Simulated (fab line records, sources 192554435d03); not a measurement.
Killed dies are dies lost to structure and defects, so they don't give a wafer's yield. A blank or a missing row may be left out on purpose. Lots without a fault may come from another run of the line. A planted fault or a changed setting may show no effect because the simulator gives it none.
Split-lot experiment | flow n5_finfet | 7 lots, 39 wafers read, on a route of 1938 steps

THE SPLIT
At N5_BEOL_M8_TRENCH_ETCH_37 (etches SiCOH lowk in C4F6/O2, target depth 93.478 nm, time 31.2 s), the setting target_depth_a was moved away from the recipe's 934.78 angstrom on 15 of the 39 wafers read, by -50.0% to +56.1%. The other wafers ran this setting at the recipe's value.

FROM THE SPLIT TO THE READING: what the file shows between them, 4 steps
- N5_BEOL_M8_ETCH_41: etches SiCN in CH3F/O2, target depth 31.9 nm, time 57.8 s
- N5_BEOL_M8_STRIP_80: strips in N2/H2, time 10 s
- N5_BEOL_M8_ECD_50: material Cu, target thk 300 nm
- N5_BEOL_M8_ANNEAL_51: time 90 s

THE READING
Cu_of_BEOL_M8_ECD_50.thk_nm (the simulator's own value, which no gauge read), in nm, at N5_BEOL_M8_CMP_52 (polishes, stops on SiCOH lowk, t overpolish 6.9 s, target thk 80 nm). The file gives no usual value for it. The 24 wafers here that ran the recipe average 79.9 nm, standard deviation 1.2 nm.

wafer  | tool, chamber at the split | target_depth_a as run, angstrom | against the recipe | Cu_of_BEOL_M8_ECD_50.thk_nm, nm | against lot-mates on the recipe
L076.3 | rie_diel-03, 2             | 1103                            | +18.0%             | 98.6                            | +18.9
L076.2 | rie_diel-03, 3             | 1103                            | +18.0%             | 99.4                            | +19.7
L076.4 | rie_diel-03, 0             | 934.78                          | recipe             | 78.8                            | -
L076.1 | rie_diel-03, 1             | 934.78                          | recipe             | 79.8                            | -
L076.6 | rie_diel-03, 2             | 934.78                          | recipe             | 80.6                            | -
L076.5 | rie_diel-03, 3             | 1103                            | +18.0%             | 100.8                           | +21.1
L080.2 | rie_diel-03, 1             | 467.8                           | -50.0%             | 31.8                            | -48.7
L080.1 | rie_diel-03, 0             | 467.8                           | -50.0%             | 31.4                            | -49.1
L080.4 | rie_diel-03, 2             | 934.78                          | recipe             | 80                              | -
L080.3 | rie_diel-03, 3             | 934.78                          | recipe             | 80.6                            | -
L080.5 | rie_diel-03, 3             | 934.78                          | recipe             | 81                              | -
L080.6 | rie_diel-03, 2             | 467.8                           | -50.0%             | 32.6                            | -47.9
L079.4 | rie_diel-06, 0             | 1459                            | +56.1%             | 129.4                           | +51.1
L079.1 | rie_diel-06, 2             | 934.78                          | recipe             | 77.2                            | -
L079.2 | rie_diel-06, 3             | 934.78                          | recipe             | 80                              | -
L079.3 | rie_diel-06, 1             | 1459                            | +56.1%             | 131                             | +52.7
L079.5 | rie_diel-06, 3             | 934.78                          | recipe             | 77.6                            | -
L079.6 | rie_diel-06, 0             | 1459                            | +56.1%             | 130.4                           | +52.1
L081.1 | rie_diel-06, 1             | 934.78                          | recipe             | 80                              | -
L081.2 | rie_diel-06, 3             | 934.78                          | recipe             | 81                              | -
L081.3 | rie_diel-06, 0             | 1311                            | +40.2%             | 116.4                           | +36.6
L081.4 | rie_diel-06, 0             | 1311                            | +40.2%             | 115.8                           | +36.0
L081.5 | rie_diel-06, 3             | 934.78                          | recipe             | 78.4                            | -
L081.6 | rie_diel-06, 1             | 1311                            | +40.2%             | 119                             | +39.2
L085.4 | rie_diel-06, 0             | 934.78                          | recipe             | 79.4                            | -
L085.2 | rie_diel-06, 1             | 934.78                          | recipe             | 81                              | -
L085.1 | rie_diel-06, 0             | 934.78                          | recipe             | 79                              | -
L085.3 | rie_diel-06, 3             | 1273                            | +36.2%             | 111.4                           | +31.6
L085.5 | rie_diel-06, 1             | 1273                            | +36.2%             | 113.6                           | +33.8
L085.6 | rie_diel-06, 3             | 1273                            | +36.2%             | 113.2                           | +33.4
L090.2 | rie_diel-03, 0             | 934.78                          | recipe             | 79.6                            | -
L090.1 | rie_diel-03, 2             | 934.78                          | recipe             | 80.8                            | -
L090.6 | rie_diel-03, 2             | 934.78                          | recipe             | 80.8                            | -
L090.4 | rie_diel-03, 3             | 934.78                          | recipe             | 83.2                            | -
L090.3 | rie_diel-03, 1             | 934.78                          | recipe             | 80                              | -
L090.5 | rie_diel-03, 1             | 934.78                          | recipe             | 79                              | -
L095.4 | rie_diel-06, 1             | 934.78                          | recipe             | 80.6                            | -
L095.6 | rie_diel-06, 2             | 934.78                          | recipe             | 80.6                            | -
L095.5 | rie_diel-06, 3             | 934.78                          | recipe             | 79.2                            | -

THE FIT
A straight line over all 39 wafers: Cu_of_BEOL_M8_ECD_50.thk_nm changes by +0.93 nm for each +1% of target_depth_a; r = +1.00; the points scatter about the line by 1.6 nm.
The same after taking each lot's own level away (the mean of its wafers on the recipe; 39 wafers): +0.945 nm for each +1%; r = +1.00; scatter 1.4 nm.
On that fit, the largest move of target_depth_a shifts the reading by 53 nm.
The lots' own levels span 78.27 to 80.57 nm, that is 1.9 times the standard deviation above.
So the lot-to-lot level changes the slope little: the two slopes agree.
Check: with one of the wafers moved furthest among these (+56.1%) left out of the fit, the line predicts +53.1 nm for it against its lot-mates. It came out at +51.1 nm against them.

OTHER SPLITS ON THESE WAFERS
These wafers also went through other splits before the reading. Each is held against what the fit with the lots' levels taken away leaves over:
other split on the same wafers           | wafers away from the commonest value | r with Cu_of_BEOL_M8_ECD_50.thk_nm (lot level and that fit taken away)
N5_ZERO_LAYER_PECVD_02 time_s            | 18                                   | +0.19
N5_PMOS_HMC_CHANNEL_EPI_DESCUM_14 time_s | 18                                   | +0.21
N5_ILD0_PRECLEAN_10 time_s               | 18                                   | -0.22
N5_MOL_CONTACT_COAG_PRECLEAN_111 time_s  | 12                                   | +0.42
N5_BEOL_M1_PECVD_72 time_s               | 9                                    | -0.02
N5_BEOL_M3_ETCH_70 time_s                | 18                                   | -0.23
N5_BEOL_M8_ILD_DEP_00 target_thk_a       | 15                                   | -0.03

THE WHOLE CHAIN: every reading that the file lists as answering this split, in the file's order
step                      | what it does                                                        | reading                                                                          | change (the file's fit)                | r (the file's)
N5_BEOL_M8_TRENCH_ETCH_37 | etches SiCOH lowk in C4F6/O2, target depth 93.478 nm, time 31.2 s   | BEOL_M8.feature_depth_nm (the simulator's own value, which no gauge read)        | +0.956 nm for each +1% of the setting  | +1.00
N5_BEOL_M8_TRENCH_ETCH_37 | etches SiCOH lowk in C4F6/O2, target depth 93.478 nm, time 31.2 s   | etch.depth_nm (the simulator's own value, which no gauge read)                   | +0.956 nm for each +1% of the setting  | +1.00
N5_BEOL_M8_TRENCH_ETCH_37 | etches SiCOH lowk in C4F6/O2, target depth 93.478 nm, time 31.2 s   | TiN_of_BEOL_M8_HM_DEP_02.thk_nm (the simulator's own value, which no gauge read) | -0.0266 nm for each +1% of the setting | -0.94
N5_BEOL_M8_CMP_52         | polishes, stops on SiCOH lowk, t overpolish 6.9 s, target thk 80 nm | Cu_of_BEOL_M8_ECD_50.thk_nm (the simulator's own value, which no gauge read)     | +0.944 nm for each +1% of the setting  | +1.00

THE FILE'S OWN FIT
Cu_of_BEOL_M8_ECD_50.thk_nm changes by +0.944 nm for each +1% of target_depth_a, r = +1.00.
